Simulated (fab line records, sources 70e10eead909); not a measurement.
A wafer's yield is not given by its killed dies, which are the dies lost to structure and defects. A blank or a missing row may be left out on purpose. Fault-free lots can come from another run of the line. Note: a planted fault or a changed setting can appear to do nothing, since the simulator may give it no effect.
Which of the tools did it?	flow nandHarc	24 lots, 72 wafers sampled, at 6 steps of a route of 1302

## WHAT THE GAUGES SHOWED, per wafer
NHARC_A_M1_CD_MEAS_09 targets a cd of 120 nm.
lot	measured	on	cdNm (nm)
L075	day 23 13:06	cdSem-03	119.6 119.9 120.1
L074	day 23 16:04	cdSem-03	120.1 119.3 120.2
L077	day 23 17:49	cdSem-01	119.6 119.5 119.7
L076	day 23 21:00	cdSem-01	120.4 119.0 119.4
L078	day 24 03:05	cdSem-01	119.2 119.7 120.3
L079	day 24 05:59	cdSem-02	119.7 120.6 120.5
L080	day 25 00:15	cdSem-01	120.6 120.7 119.0
L081	day 25 16:39	cdSem-01	121.1 120.4 120.6
L082	day 26 14:44	cdSem-03	119.9 120.5 119.5
L083	day 27 01:31	cdSem-02	120.8 120.4 119.6
L084	day 27 06:17	cdSem-03	120.0 119.9 120.5
L085	day 27 11:56	cdSem-03	120.9 120.9 120.9
L086	day 27 16:06	cdSem-01	119.6 119.7 119.9
L088	day 28 14:31	cdSem-01	120.6 120.5 120.1
L087	day 28 23:18	cdSem-02	120.7 121.4 121.3
L089	day 29 07:48	cdSem-03	120.2 119.1 119.3
L090	day 30 00:14	cdSem-03	120.9 121.3 121.9
L091	day 30 00:47	cdSem-02	121.0 121.5 120.7
L093	day 30 17:17	cdSem-03	121.0 121.1 120.7
L092	day 30 21:40	cdSem-02	119.7 119.7 119.5
L094	day 31 09:14	cdSem-01	120.6 119.7 119.8
L096	day 31 16:57	cdSem-01	120.4 121.7 119.9
L095	day 31 23:08	cdSem-01	120.0 121.0 121.0
L097	day 32 14:04	cdSem-02	120.0 119.6 120.2

NHARC_A_BONDPAD_INSPECT_23.
lot	measured	on	rawDefectCount
L075	day 23 20:45	defectInspect-01	622 554 405
L074	day 23 23:31	defectInspect-01	523 480 530
L077	day 24 01:17	defectInspect-01	518 439 559
L076	day 24 04:26	defectInspect-02	581 514 633
L078	day 24 11:23	defectInspect-01	454 593 613
L079	day 24 13:34	defectInspect-01	350 412 551
L080	day 25 07:43	defectInspect-01	564 550 546
L081	day 26 00:14	defectInspect-01	697 481 687
L082	day 26 22:07	defectInspect-01	595 503 570
L083	day 27 09:10	defectInspect-01	389 635 474
L084	day 27 13:58	defectInspect-02	423 426 575
L085	day 27 20:04	defectInspect-02	643 531 638
L086	day 27 23:42	defectInspect-01	455 495 505
L088	day 28 21:56	defectInspect-01	648 519 767
L087	day 29 06:53	defectInspect-02	601 588 655
L089	day 29 15:19	defectInspect-02	595 996 817
L090	day 30 07:35	defectInspect-01	500 610 627
L091	day 30 08:16	defectInspect-01	539 452 482
L093	day 31 01:00	defectInspect-01	762 542 648
L092	day 31 05:13	defectInspect-01	476 485 528
L094	day 31 16:40	defectInspect-02	515 500 480
L096	day 32 00:44	defectInspect-01	805 478 609
L095	day 32 06:34	defectInspect-01	616 401 572
L097	day 32 21:31	defectInspect-01	352 419 443

## WHAT TOOL EACH LOT RAN ON (gives the tool, then ch and the chambers of the sampled wafers, and finally the start)
lot	NHARC_A_M1_ETCH_28	NHARC_A_BONDPAD_DEP_00	NHARC_A_BONDPAD_CMP_29	NHARC_A_BONDPAD_DESCUM_11
L075	rieDiel-12 ch 0,2,3, day 23 16:47 or earlier	pecvd-04 ch 0,1, day 23 16:47	cmp-04 ch 0,1,3, day 23 17:08	rieDiel-03 ch 1,3, day 23 18:11
L074	rieDiel-02 ch 0,2, day 23 19:34 or earlier	pecvd-04 ch 0,2, day 23 19:34	cmp-02 ch 2,3, day 23 19:58	rieDiel-05 ch 0,1,3, day 23 20:58
L077	rieDiel-12 ch 0,1, day 23 21:25 or earlier	pecvd-04 ch 0,1,2, day 23 21:25	cmp-04 ch 2,3, day 23 21:42	rieDiel-05 ch 0,1, day 23 22:44
L076	rieDiel-12 ch 1,3, day 24 00:32 or earlier	pecvd-04 ch 0,2, day 24 00:32	cmp-02 ch 0,3, day 24 00:52	rieDiel-05 ch 0,1, day 24 01:53
L078	rieDiel-12 ch 2,3, day 24 07:24 or earlier	pecvd-04 ch 0,1,2, day 24 07:24	cmp-02 ch 0,1,3, day 24 07:50	rieDiel-05 ch 0,1,2, day 24 08:51
L079	rieDiel-02 ch 1,2,3, day 24 09:26 or earlier	pecvd-01 ch 0,1, day 24 09:26	cmp-02 ch 2,3, day 24 09:52	rieDiel-05 ch 0,1,3, day 24 10:53
L080	rieDiel-04 ch 0,1,2, day 25 03:42 or earlier	pecvd-04 ch 0,1,2, day 25 03:42	cmp-01 ch 0,2,3, day 25 04:08	rieDiel-06 ch 1,2,3, day 25 05:08
L081	rieDiel-12 ch 0,2, day 25 20:17 or earlier	pecvd-04 ch 0,1, day 25 20:17	cmp-02 ch 0,1,3, day 25 20:40	rieDiel-05 ch 0,3, day 25 21:40
L082	rieDiel-12 ch 0,3, day 26 18:14 or earlier	pecvd-01 ch 1,2, day 26 18:14	cmp-02 ch 0,1,3, day 26 18:41	rieDiel-05 ch 0,1,2, day 26 19:34
L083	rieDiel-02 ch 1,3, day 27 02:29	pecvd-03 ch 1,2, day 27 05:11	cmp-02 ch 0,1,3, day 27 05:35	rieDiel-03 ch 0,1,3, day 27 06:38
L084	rieDiel-02 ch 1,3, day 27 07:25	pecvd-01 ch 1,2, day 27 10:07	cmp-04 ch 0,1, day 27 10:30	rieDiel-05 ch 0,1, day 27 11:23
L085	rieDiel-12 ch 0,1,2, day 27 15:54 or earlier	pecvd-01 ch 0,1,2, day 27 15:54	cmp-04 ch 0,1,3, day 27 16:20	rieDiel-06 ch 0,2,3, day 27 17:31
L086	rieDiel-02 ch 2,3, day 27 19:41 or earlier	pecvd-03 ch 1,2, day 27 19:41	cmp-02 ch 0,1,3, day 27 20:02	rieDiel-05 ch 1,2,3, day 27 21:04
L088	rieDiel-12 ch 0,2,3, day 28 18:32 or earlier	pecvd-03 ch 0,1,2, day 28 18:32 or earlier	cmp-01 ch 1,2,3, day 28 18:32	rieDiel-05 ch 0,1,3, day 28 19:23
L087	rieDiel-12 ch 0,2,3, day 29 02:53 or earlier	pecvd-03 ch 0,1,2, day 29 02:53	cmp-04 ch 0,1,3, day 29 03:19	rieDiel-05 ch 1,2,3, day 29 04:19
L089	rieDiel-02 ch 1,3, day 29 11:31 or earlier	pecvd-03 ch 1,2, day 29 11:31	cmp-02 ch 2,3, day 29 11:50	rieDiel-05 ch 1,3, day 29 12:45
L090	rieDiel-12 ch 1,2, day 30 03:50 or earlier	pecvd-01 ch 0,1,2, day 30 03:50	cmp-02 ch 1,2, day 30 04:08	rieDiel-05 ch 0,1,3, day 30 05:02
L091	rieDiel-12 ch 0,2, day 30 04:17 or earlier	pecvd-01 ch 0,1, day 30 04:17	cmp-01 ch 0,1,3, day 30 04:40	rieDiel-05 ch 0,1,2, day 30 05:42
L093	rieDiel-12 ch 0,3, day 30 21:16 or earlier	pecvd-01 ch 0,1,2, day 30 21:16 or earlier	cmp-01 ch 1,2,3, day 30 21:16	rieDiel-05 ch 1,3, day 30 22:17
L092	rieDiel-12 ch 0,1,3, day 31 01:16 or earlier	pecvd-03 ch 0,1,2, day 31 01:16	cmp-01 ch 0,2,3, day 31 01:41	rieDiel-05 ch 0,1,2, day 31 02:35
L094	rieDiel-02 ch 0,3, day 31 12:50 or earlier	pecvd-04 ch 0,1,2, day 31 12:50	cmp-01 ch 0,3, day 31 13:12	rieDiel-05 ch 0,1,2, day 31 14:07
L096	rieDiel-12 ch 0,1,2, day 31 20:28 or earlier	pecvd-01 ch 1,2, day 31 20:28	cmp-04 ch 0,1,3, day 31 20:50	rieDiel-05 ch 0,1,3, day 31 21:51
L095	rieDiel-04 ch 0,2, day 32 02:59 or earlier	pecvd-03 ch 0,2, day 32 02:59 or earlier	cmp-02 ch 0,3, day 32 02:59	rieDiel-06 ch 0,3, day 32 03:53
L097	rieDiel-12 ch 2,3, day 32 17:33 or earlier	pecvd-04 ch 0,1, day 32 17:33	cmp-01 ch 2,3, day 32 17:58	rieDiel-03 ch 0,1,2, day 32 18:53
- NHARC_A_M1_ETCH_28: etches the open film in CF4/N2, target depth 30 nm, time 72.99 s.
- NHARC_A_BONDPAD_DEP_00: deposits SiCN, target thk 250 nm.
- NHARC_A_BONDPAD_CMP_29: polishes SiCN, target thk 200 nm.
- NHARC_A_BONDPAD_DESCUM_11: chemistry O2, time 3 s.

## AS READ BY THE TOOLS THEMSELVES (means over the sampled wafers that have a number; for cases with no such wafer, the mark the record gives instead)
NHARC_A_M1_ETCH_28.
lot	tool	chamberPressureMTorr (mTorr)	drypumpMotorCurrentA (A)	oesProductAu (a.u.)	rfFwdPowerW (W)	rfVppV (V)	showerheadPlenumPTorr (Torr)	throttleValvePct (%)
L075	rieDiel-12	30.009	5.7	1.001	297.3	314.4	2.60	19.799
L074	rieDiel-02	29.992	5.7	1.003	299.1	314.2	2.61	19.789
L077	rieDiel-12	29.989	5.5	1.007	296.6	314.4	2.59	19.802
L076	rieDiel-12	29.982	5.5	0.995	297.3	314.5	2.65	19.795
L078	rieDiel-12	29.992	5.6	1.002	296.8	314.0	2.66	19.788
L079	rieDiel-02	29.988	5.5	1.004	297.7	313.9	2.61	19.789
L080	rieDiel-04	30.008	6.0	1.013	298.5	314.6	2.67	19.798
L081	rieDiel-12	30.000	5.6	1.008	297.9	313.2	2.54	19.798
L082	rieDiel-12	29.984	5.8	1.007	297.9	313.5	2.62	19.789
L083	rieDiel-02	30.002	5.7	0.998	297.5	314.6	2.62	19.805
L084	rieDiel-02	30.021	5.3	1.004	296.7	312.6	2.58	19.800
L085	rieDiel-12	29.993	5.5	1.015	297.7	313.2	2.56	19.793
L086	rieDiel-02	30.024	5.6	0.998	298.2	314.6	2.65	19.799
L088	rieDiel-12	30.013	5.6	1.013	297.9	313.6	2.60	19.796
L087	rieDiel-12	29.997	5.7	1.017	298.0	314.3	2.60	19.799
L089	rieDiel-02	30.029	5.7	0.988	297.3	313.6	2.62	19.800
L090	rieDiel-12	30.004	5.3	1.009	297.3	313.5	2.54	19.791
L091	rieDiel-12	29.986	5.7	1.014	298.1	312.8	2.54	19.796
L093	rieDiel-12	29.976	5.9	1.016	298.4	312.9	2.62	19.794
L092	rieDiel-12	30.027	5.6	1.012	296.9	314.7	2.64	19.793
L094	rieDiel-02	30.008	5.9	0.998	297.9	314.3	2.62	19.792
L096	rieDiel-12	29.985	5.5	1.009	297.2	313.6	2.55	19.794
L095	rieDiel-04	29.982	6.3	0.999	296.4	315.0	2.64	19.800
L097	rieDiel-12	29.989	5.6	1.003	298.1	313.9	2.66	19.793

NHARC_A_BONDPAD_DEP_00.
lot	tool	heaterPowerW (W)	rfFwdPowerW (W)
L075	pecvd-04	591	448.1
L074	pecvd-04	616	447.9
L077	pecvd-04	590	448.0
L076	pecvd-04	633	447.7
L078	pecvd-04	581	449.1
L079	pecvd-01	577	448.3
L080	pecvd-04	587	450.4
L081	pecvd-04	574	448.3
L082	pecvd-01	569	448.9
L083	pecvd-03	625	447.4
L084	pecvd-01	511	449.6
L085	pecvd-01	521	449.6
L086	pecvd-03	539	447.5
L088	pecvd-03	543	449.6
L087	pecvd-03	558	448.8
L089	pecvd-03	521	448.6
L090	pecvd-01	535	450.1
L091	pecvd-01	614	447.6
L093	pecvd-01	524	449.1
L092	pecvd-03	525	449.8
L094	pecvd-04	616	449.9
L096	pecvd-01	586	448.2
L095	pecvd-03	585	448.6
L097	pecvd-04	514	449.2

NHARC_A_BONDPAD_CMP_29.
lot	tool	motorCurrentA (A)	padLifeWafers	slurryFilterDpKPa (kPa)	slurryFlowMlMin
L075	cmp-04	12.2	217	13.50	150.2
L074	cmp-02	14.0	128	13.50	150.2
L077	cmp-04	11.3	247	13.43	149.7
L076	cmp-02	13.8	164	13.48	150.1
L078	cmp-02	12.7	188	13.59	150.1
L079	cmp-02	11.9	199	13.34	150.5
L080	cmp-01	12.1	380	13.57	149.9
L081	cmp-02	13.0	356	13.54	149.7
L082	cmp-02	13.6	428	13.49	150.2
L083	cmp-02	13.3	2	13.46	149.8
L084	cmp-04	12.3	128	13.65	150.1
L085	cmp-04	12.8	152	13.47	150.5
L086	cmp-02	13.1	55	13.35	150.4
L088	cmp-01	12.2	278	13.56	150.0
L087	cmp-04	12.2	290	13.53	149.9
L089	cmp-02	12.1	212	13.31	149.9
L090	cmp-02	15.1	277	13.36	150.1
L091	cmp-01	12.0	49	13.54	149.6
L093	cmp-01	11.3	110	13.42	150.0
L092	cmp-01	12.0	133	13.60	150.1
L094	cmp-01	13.0	168	13.46	149.6
L096	cmp-04	12.3	170	13.39	149.8
L095	cmp-02	13.3	60	13.56	150.1
L097	cmp-01	12.6	296	13.59	149.8

NHARC_A_BONDPAD_DESCUM_11.
lot	tool	chamberPressureMTorr (mTorr)	drypumpMotorCurrentA (A)	oesProductAu (a.u.)	rfVppV (V)	showerheadPlenumPTorr (Torr)	throttleValvePct (%)
L075	rieDiel-03	60.00	5.6	1.008	57.8	2.00	11.311
L074	rieDiel-05	60.03	5.8	0.994	57.2	1.96	11.303
L077	rieDiel-05	60.01	5.7	1.001	57.7	1.90	11.317
L076	rieDiel-05	59.95	5.7	1.006	57.8	1.90	11.312
L078	rieDiel-05	60.04	5.5	1.002	58.0	1.88	11.307
L079	rieDiel-05	59.98	5.7	1.001	57.1	1.96	11.308
L080	rieDiel-06	60.05	5.0	1.002	58.6	1.96	11.317
L081	rieDiel-05	60.00	5.8	0.992	57.7	2.02	11.316
L082	rieDiel-05	60.00	5.5	0.988	58.2	1.88	11.305
L083	rieDiel-03	60.03	5.5	0.991	57.9	1.93	11.310
L084	rieDiel-05	59.99	5.4	1.003	58.4	1.92	11.312
L085	rieDiel-06	60.00	5.2	1.010	58.6	1.96	11.308
L086	rieDiel-05	60.05	5.9	1.002	58.1	1.92	11.308
L088	rieDiel-05	60.03	5.8	1.000	59.1	1.96	11.314
L087	rieDiel-05	59.99	5.9	0.994	58.1	1.92	11.310
L089	rieDiel-05	60.07	6.2	1.001	58.1	2.00	11.309
L090	rieDiel-05	60.03	5.7	1.003	57.8	1.96	11.316
L091	rieDiel-05	60.05	5.5	0.993	58.2	1.88	11.301
L093	rieDiel-05	60.01	6.1	0.997	57.7	1.93	11.312
L092	rieDiel-05	60.05	5.4	1.008	57.7	1.88	11.315
L094	rieDiel-05	59.98	5.5	1.001	57.2	1.88	11.320
L096	rieDiel-05	60.03	5.8	1.001	58.5	1.96	11.301
L095	rieDiel-06	59.98	5.2	1.003	58.1	2.06	11.315
L097	rieDiel-03	59.96	5.5	0.996	57.5	1.90	11.314

## THE ANSWER, worked out from the rows above alone
Rule: usual is defined by the lots themselves. The widest of any qualifying gaps counts: lots, ordered by their means at a reading, are off when they make up no more than a third of the lots, leave a main group of 4 or more, and stand apart from it by 3 or more times the standard deviation of that group's means. The tables above print the reading to a certain number of digits; a main group whose means all agree to those digits is not used. Also off: a lot with no number at a reading for which 4 or more lots have one. The other lots that the step has rows for count as sound. After the gauges, taken in route order, come the tools' own readings; for these a lot's mean is taken, as printed above. At the first step where some lot is off, the reading lying furthest off is the one used; lots without a number count as furthest.
No lot is off on any of the readings shown, so nothing can be concluded from this.

## WHAT THE SIMULATOR PUT IN
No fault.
